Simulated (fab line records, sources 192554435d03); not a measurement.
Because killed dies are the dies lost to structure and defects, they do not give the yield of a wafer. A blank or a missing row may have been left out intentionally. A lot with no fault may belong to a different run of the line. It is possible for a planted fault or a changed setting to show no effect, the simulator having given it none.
Matching of chambers	flow n5 finfet	3 sister chambers for N5_BEOL_M4_DEP_57 on pecvd-02
The step deposits SiCN from 3MS/NH3, target thk 8 nm, time 14 s. 6 wafers are shown with their chamber, then 12 later ones without.

WAFERS PAIRED WITH THEIR CHAMBERS
wafer	chamber	throttle valve pct (%)	showerhead plenum p Torr (Torr)
L080.2	0	9.0	3.679
L084.2	1	8.7	3.689
L084.5	2	8.4	3.661
L085.4	1	8.3	3.688
L085.5	0	8.8	3.668
L085.6	2	8.5	3.663

WAFERS WHOSE CHAMBER IS MISSING
wafer	throttle valve pct (%)	showerhead plenum p Torr (Torr)
L090.2	9.4	3.673
L090.3	8.4	3.680
L090.5	8.8	3.667
L095.3	8.4	3.669
L095.5	8.6	3.668
L095.6	9.1	3.671
L096.2	8.6	3.672
L096.3	8.3	3.658
L096.5	9.1	3.668
L097.2	8.3	3.681
L097.4	8.6	3.658
L097.5	9.0	3.672

WHICH CHAMBER EACH WENT THROUGH
wafer	from the rows above	in truth
L090.2	0	0
L090.3	can't be placed: 1 or 0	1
L090.5	can't be placed: 0 or 2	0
L095.3	can't be placed: 2 or 0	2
L095.5	can't be placed: 2 or 0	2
L095.6	0	0
L096.2	can't be placed: 0 or 2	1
L096.3	2	2
L096.5	0	0
L097.2	can't be placed: 1 or 0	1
L097.4	2	2
L097.5	0	0
Correctly placed: 6 of 12. From these rows, 6 cannot be placed; in 5 the true chamber is one of the candidates. Wrongly placed: 0.
How it was worked out, from the rows above alone: a wafer's distance from a chamber is the root of the sum, over the readings, of the square of ((its reading less the chamber's mean) divided by the reading's scatter). If the next closest chamber is less than 2 further off than the closest, the wafer can't be placed; otherwise it belongs to the closest. For every chamber, the mean is computed from those of its wafers that are shown. How the scatter is found: for the shown wafers, subtract from each reading the mean of its chamber, square and add these, divide the total by (wafers less chambers), then take the root.
